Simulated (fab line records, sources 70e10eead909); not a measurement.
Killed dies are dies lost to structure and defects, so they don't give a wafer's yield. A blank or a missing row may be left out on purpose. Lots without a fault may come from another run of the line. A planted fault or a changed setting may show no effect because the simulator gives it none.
Chamber matching | flow nand_harc | NHARC_A_STAIRCASE_DEP_301 on pecvd-03: 3 sister chambers
The step deposits SiON, target thk 30 nm. 14 wafers are shown with their chamber, then 7 later ones without.

WAFERS WITH THEIR CHAMBER
wafer  | chamber | showerhead_vpp_V (V) | heater_power_w (W)
L074.1 | 1       | 1221                 | 598
L074.2 | 2       | 1176                 | 533
L074.6 | 0       | 1152                 | 689
L080.2 | 1       | 1229                 | 698
L080.4 | 2       | 1150                 | 576
L080.6 | 1       | 1234                 | 705
L082.1 | 0       | 1144                 | 802
L082.4 | 0       | 1150                 | 805
L082.5 | 1       | 1228                 | 607
L086.2 | 1       | 1232                 | 685
L086.4 | 0       | 1148                 | 818
L086.5 | 1       | 1224                 | 681
L088.1 | 0       | 1175                 | 763
L088.3 | 1       | 1218                 | 706

SIGNATURES (means of the wafers above)
reading          | chamber 0 | chamber 1 | chamber 2 | scatter within a chamber
showerhead_vpp_V | 1153.80   | 1226.57   | 1163.00   | 10.2
heater_power_w   | 775.40    | 668.57    | 554.50    | 47.4
Rule: a wafer's distance from a chamber is the root of the sum, over the readings, of the square of ((its reading less the chamber's mean) divided by the reading's scatter). The wafer belongs to the nearest chamber; if the next one is less than 2 further off, it can't be placed. The scatter: the root of (the sum of the squares of (reading less its chamber's mean) over the shown wafers, divided by (wafers less chambers)).

WAFERS WITHOUT THEIR CHAMBER
wafer  | showerhead_vpp_V (V) | heater_power_w (W)
L088.4 | 1222                 | 686
L091.4 | 1219                 | 620
L091.5 | 1170                 | 576
L091.6 | 1135                 | 659
L093.2 | 1176                 | 603
L093.5 | 1210                 | 701
L093.6 | 1145                 | 598

WHICH CHAMBER EACH WENT THROUGH
wafer  | from the rows above     | in truth
L088.4 | 1                       | 1
L091.4 | 1                       | 1
L091.5 | 2                       | 2
L091.6 | can't be placed: 0 or 2 | 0
L093.2 | 2                       | 2
L093.5 | 1                       | 1
L093.6 | can't be placed: 2 or 0 | 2
Placed correctly: 5 of 7. Can't be placed from these rows: 2 (the true chamber is among the candidates in 2). Placed wrongly: 0.
